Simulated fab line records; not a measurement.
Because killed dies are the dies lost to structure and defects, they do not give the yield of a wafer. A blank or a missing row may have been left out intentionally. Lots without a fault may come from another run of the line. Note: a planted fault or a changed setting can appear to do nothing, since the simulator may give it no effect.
Matching of chambers    flow nand-harc    NHARC_A_CHANNEL_HOLE_D2_ETCH_44 on rie-diel-13: 4 sister chambers
The step etches the open film in CF4/O2, target depth 140 nm, overetch 14 nm, time 77 s. 16 wafers are shown with their chamber, then 8 later ones without.

## WAFERS PAIRED WITH THEIR CHAMBERS
wafer   chamber  drypump-motor-current-A (A)  oes-product-au (a.u.)  throttle-valve-pct (%)
L667.1  0        6.2                          1.008                  13.398
L667.2  3        6.5                          1.006                  13.415
L667.4  2        5.5                          1.002                  13.393
L669.2  2        5.5                          1.001                  13.408
L669.4  1        6.2                          0.996                  13.409
L669.5  2        5.6                          0.994                  13.406
L678.4  2        5.5                          0.983                  13.395
L678.5  0        6.3                          0.998                  13.401
L678.6  3        6.5                          1.011                  13.393
L682.2  0        6.2                          1.000                  13.399
L682.3  2        5.5                          0.986                  13.402
L682.6  2        5.5                          0.987                  13.400
L683.2  3        6.5                          1.020                  13.403
L683.3  1        6.2                          1.004                  13.414
L683.5  2        5.5                          1.006                  13.399
L685.1  2        5.5                          0.987                  13.386

SIGNATURES (averages over the wafers above)
reading                  chamber 0  chamber 1  chamber 2  chamber 3  scatter within a chamber
drypump-motor-current-A  6.233      6.200      5.513      6.500      0.0358
oes-product-au           1.00200    1.00000    0.99325    1.01233    0.00777
throttle-valve-pct       13.39933   13.41150   13.39862   13.40367   0.00719
Rule: distance of a wafer from a chamber = root of the sum over the readings of ((wafer's reading minus chamber's mean) / reading's scatter) squared. The wafer belongs to the nearest chamber; if the next one is less than 2 further off, it can't be placed. How the scatter is found: for the shown wafers, subtract from each reading the mean of its chamber, square and add these, divide the total by (wafers less chambers), then take the root.

## WAFERS MISSING THEIR CHAMBER
wafer   drypump-motor-current-A (A)  oes-product-au (a.u.)  throttle-valve-pct (%)
L685.3  6.2                          0.994                  13.397
L685.4  6.5                          1.013                  13.399
L686.2  6.2                          0.998                  13.410
L686.4  5.6                          0.982                  13.393
L686.5  6.3                          1.000                  13.402
L688.1  6.3                          1.000                  13.375
L688.3  5.5                          1.009                  13.402
L688.5  5.5                          0.993                  13.379

## EACH ONE'S CHAMBER
wafer   from the rows above      in truth
L685.3  can't be placed: 0 or 1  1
L685.4  3                        3
L686.2  can't be placed: 1 or 0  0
L686.4  2                        2
L686.5  can't be placed: 0 or 1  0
L688.1  can't be placed: 0 or 1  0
L688.3  2                        2
L688.5  2                        2
Correct placement for 4 of the 8. Not placeable from these rows: 4 (in 4, the candidates include the true chamber). 0 placed wrongly.
